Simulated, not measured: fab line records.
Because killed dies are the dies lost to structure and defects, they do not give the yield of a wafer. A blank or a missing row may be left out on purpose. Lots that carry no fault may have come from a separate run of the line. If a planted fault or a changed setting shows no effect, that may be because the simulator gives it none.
Lot-split experiment	flow n5-finfet	7 lots, 39 wafers read, on a route of 1938 steps

## ABOUT THE SPLIT
At N5_PASSIVATION_ETCH_15 (etches SiCN in CF4/N2, target depth 75 nm, time 81.2 s), the setting target-depth-a was moved away from the recipe's 750 angstrom on 15 of the 39 wafers read, by -52.2% to +58.1%. The other wafers ran this setting at the recipe's value.

Reading taken at the split's own step.

## THE READING
etch.depth-nm (the simulator's own value, which no gauge read), in nm, at N5_PASSIVATION_ETCH_15 (etches SiCN in CF4/N2, target depth 75 nm, time 81.2 s). There is no usual value for it anywhere in the file. Across the 24 wafers here that went through the recipe, the average is 65.70 nm and the standard deviation 1.6 nm.

wafer	tool, chamber at the split	target-depth-a as run, angstrom	against the recipe	etch.depth-nm, nm	against lot-mates on the recipe
L074.1	rie-diel-06, 1	750	recipe	66.88	-
L074.2	rie-diel-06, 2	1158	+54.4%	104	+37.09
L074.3	rie-diel-06, 0	750	recipe	66.74	-
L074.4	rie-diel-06, 3	1158	+54.4%	100.6	+33.69
L074.5	rie-diel-06, 2	1158	+54.4%	104.1	+37.19
L074.6	rie-diel-06, 1	750	recipe	67.12	-
L077.2	rie-diel-02, 2	750	recipe	67.3	-
L077.4	rie-diel-02, 0	750	recipe	67.79	-
L077.6	rie-diel-02, 2	750	recipe	67.42	-
L080.1	rie-diel-04, 0	1108	+47.7%	92.71	+27.49
L080.2	rie-diel-04, 1	750	recipe	63.21	-
L080.3	rie-diel-04, 2	1108	+47.7%	95.41	+30.19
L080.4	rie-diel-04, 3	750	recipe	66.52	-
L080.5	rie-diel-04, 2	1108	+47.7%	94.66	+29.44
L080.6	rie-diel-04, 3	750	recipe	65.92	-
L087.1	rie-diel-06, 2	750	recipe	65.91	-
L087.2	rie-diel-06, 1	1186	+58.1%	107	+40.38
L087.3	rie-diel-06, 0	750	recipe	66.87	-
L087.4	rie-diel-06, 3	1186	+58.1%	100.2	+33.58
L087.5	rie-diel-06, 1	750	recipe	67.07	-
L087.6	rie-diel-06, 0	1186	+58.1%	104.9	+38.28
L090.1	rie-diel-02, 2	933.5	+24.5%	83.2	+18.05
L090.2	rie-diel-02, 1	933.5	+24.5%	83.19	+18.04
L090.3	rie-diel-02, 3	750	recipe	64.46	-
L090.4	rie-diel-02, 0	933.5	+24.5%	83.53	+18.38
L090.5	rie-diel-02, 0	750	recipe	66.81	-
L090.6	rie-diel-02, 3	750	recipe	64.17	-
L095.1	rie-diel-02, 0	750	recipe	66.2	-
L095.2	rie-diel-02, 3	750	recipe	64.37	-
L095.3	rie-diel-02, 2	750	recipe	66.42	-
L095.4	rie-diel-02, 1	750	recipe	65.46	-
L095.5	rie-diel-02, 3	750	recipe	64.72	-
L095.6	rie-diel-02, 0	750	recipe	65.76	-
L096.1	rie-diel-04, 3	358.4	-52.2%	31.42	-31.79
L096.2	rie-diel-04, 0	358.4	-52.2%	29.63	-33.58
L096.3	rie-diel-04, 1	358.4	-52.2%	29.71	-33.50
L096.4	rie-diel-04, 3	750	recipe	65.19	-
L096.5	rie-diel-04, 0	750	recipe	62.05	-
L096.6	rie-diel-04, 1	750	recipe	62.4	-

FIT RESULTS
A straight line over all 39 wafers: etch.depth-nm changes by +0.663 nm for each +1% of target-depth-a; r = +1.00; the points scatter about the line by 1.9 nm.
The same after taking each lot's own level away (the mean of its wafers on the recipe; 39 wafers): +0.641 nm for each +1%; r = +1.00; scatter 1.5 nm.
That fit puts the effect of the largest move of target-depth-a on the reading at 37 nm.
Across the lots, their own levels run from 63.213 to 67.503 nm, a range of 2.8 times the standard deviation given above.
The two slopes agree, so the slope changes little with the lot-to-lot level.
Check: for one of the wafers moved furthest among these (+58.1%), held out of the fit, the line's prediction against its lot-mates is +37.2 nm. Against them it came out at +40.4 nm.

## FURTHER SPLITS ON THESE WAFERS
Other splits were also applied to these wafers ahead of the reading. Each is held against what the fit with the lots' levels taken away leaves over:
other split on the same wafers	wafers away from the commonest value	r with etch.depth-nm (lot level and that fit taken away)
N5_BEOL_M11_TRENCH_ETCH_37 target-depth-a	15	-0.10

## FILE'S OWN FIT
etch.depth-nm changes by +0.643 nm for each +1% of target-depth-a, r = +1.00.
